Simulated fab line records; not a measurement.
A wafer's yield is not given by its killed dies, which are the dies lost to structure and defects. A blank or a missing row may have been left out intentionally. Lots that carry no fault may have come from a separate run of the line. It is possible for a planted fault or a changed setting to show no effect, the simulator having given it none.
Struck lot and sound lot, side by side :: flow n5_finfet :: 35 out of 1938 route steps
Sound: the wafers L221.1, L221.2, L221.3. Wafers struck: L220.2, L220.5, L220.6. The cause is given at the end.
For every step that has rows: the tool of each side, followed by ch and its chambers, followed by its first start. Under that, the readings that differ: sound wafers :: struck wafers :: difference of the means :: sigmas: that difference in standard deviations of wafers without a fault.
alike: readings whose means differ by less than 2 such deviations, and words and numbers that are the same on both sides. not compared: withheld readings, readings that some wafer has no value for, bounds like >300 that may hide the same value, and numbers for which the record gives no deviation and whose values overlap.
A row with sigmas, a row that says differs or no value, or rows on one side alone: a step with any of these is where the two part. Numbers that have no deviation but don't overlap get no sigmas and don't part them. A reading that every wafer of one side lacks parts them only if that side has two wafers or more.

first, 9 steps without rows for these wafers: N5_PMOS_HMC_CHANNEL_EPI_EBR_05; N5_PMOS_HMC_CHANNEL_EPI_SOFTBAKE_04 (time 60 s); N5_PMOS_HMC_CHANNEL_EPI_EXPOSE_06 (exposes mask PMOS HMC BLK, target cd 240 nm); N5_PMOS_HMC_CHANNEL_EPI_PEB_07 (peb time 60 s); N5_PMOS_HMC_CHANNEL_EPI_DEVELOP_08 (develop time 30 s); N5_PMOS_HMC_CHANNEL_EPI_DESCUM_14 (chemistry O2, time 7.9 s); N5_PMOS_HMC_CHANNEL_EPI_ETCH_32 (etches BARC in N2/H2, stops on SiO2, target depth 85.8 nm, time 50.3 s); N5_PMOS_HMC_CHANNEL_EPI_HM_OPEN_15 (chemistry CHF3/O2, target SiO2, target depth 40.6 nm, time 20.3 s); N5_PMOS_HMC_CHANNEL_EPI_STRIP_33 (strips in N2/H2).
N5_PMOS_HMC_CHANNEL_EPI_STRIP_17: strips in SPM, time 750 s.
  sound on wet_bench-05 ch 0,6,7, day 5 17:49; struck on wet_bench-01 ch 2,3,4, day 5 11:55
then, 24 steps without rows for these wafers: N5_PMOS_HMC_CHANNEL_EPI_ETCH_38 (etches SiO2 in CF4, target depth 1.5 nm); N5_PMOS_HMC_CHANNEL_EPI_FIN_RECESS_16 (chemistry HBr/Cl2, target Si, target depth 54 nm, time 18 s); N5_PMOS_HMC_CHANNEL_EPI_PRECLEAN_36 (cleans in O3/DIW, time 45 s); N5_PMOS_HMC_CHANNEL_EPI_PRECLEAN_18 (cleans in DHF, time 30 s); N5_PMOS_HMC_CHANNEL_EPI_SRD_19 (time 30 s); N5_PMOS_HMC_CHANNEL_EPI_EPI_20 (deposits SiGe30, target thk 59 nm); N5_PMOS_HMC_CHANNEL_EPI_HM_STRIP_35 (strips SiO2 in dHF, material SiO2, target depth 39.6 nm, time 216 s); N5_PMOS_HMC_CHANNEL_EPI_SRD_39 (time 30 s); N5_PMOS_HMC_CHANNEL_EPI_CMP_21 (polishes SiGe30, target thk 54 nm); N5_PMOS_HMC_CHANNEL_EPI_PRECLEAN_40 (cleans in DHF, time 30 s); N5_PMOS_HMC_CHANNEL_EPI_PRECLEAN_37 (cleans in O3/DIW, time 45 s); N5_PMOS_HMC_CHANNEL_EPI_PRECLEAN_24 (cleans in DHF, time 30 s); N5_PMOS_HMC_CHANNEL_EPI_SRD_25 (time 30 s); N5_PMOS_HMC_CHANNEL_EPI_EPI_26 (deposits Si from SiH4/H2, target thk 3.8 nm, time 22.7 s); N5_FIN_SAQP_PRECLEAN_42 (cleans in O3/DIW, time 60 s); N5_FIN_SAQP_PRECLEAN_00 (cleans in SC1, time 60 s); N5_FIN_SAQP_PRECLEAN_44 (cleans in SC2, time 45 s); N5_FIN_SAQP_SRD_01 (time 30 s); N5_FIN_SAQP_ALD_61 (deposits SiO2, target thk 4 nm, pulse time 1 s, purge time 2 s); N5_FIN_SAQP_DENSIFY_62 (time 60 s); N5_FIN_SAQP_HM_DEP_03 (deposits SiNx from SiH4/NH3/N2, target thk 38 nm, time 33.6 s); N5_FIN_SAQP_PECVD_47 (deposits a-Si from SiH4/He, target thk 45 nm, time 36.3 s); N5_FIN_SAQP_PECVD_48 (deposits SiNx from SiH4/NH3/N2, target thk 25 nm, time 22.1 s); N5_FIN_SAQP_PECVD_06 (deposits a-Si from SiH4/He, target thk 60 nm, time 48.1 s).
-- a jump in the record: the struck wafers' starts before and after are 12 days apart (it breaks off in module FIN_SAQP and resumes in module PASSIVATION, where the first step shown is number 1936 of the route) --
N5_PASSIVATION_PROBE_49:
  rows exist in the record for the struck wafers here (prober-02, day 17 18:23), but not for the sound ones

## WHERE THEY PART
At N5_PASSIVATION_PROBE_49 and nowhere else, as far as this record goes.

WHY: the cause the simulator had injected
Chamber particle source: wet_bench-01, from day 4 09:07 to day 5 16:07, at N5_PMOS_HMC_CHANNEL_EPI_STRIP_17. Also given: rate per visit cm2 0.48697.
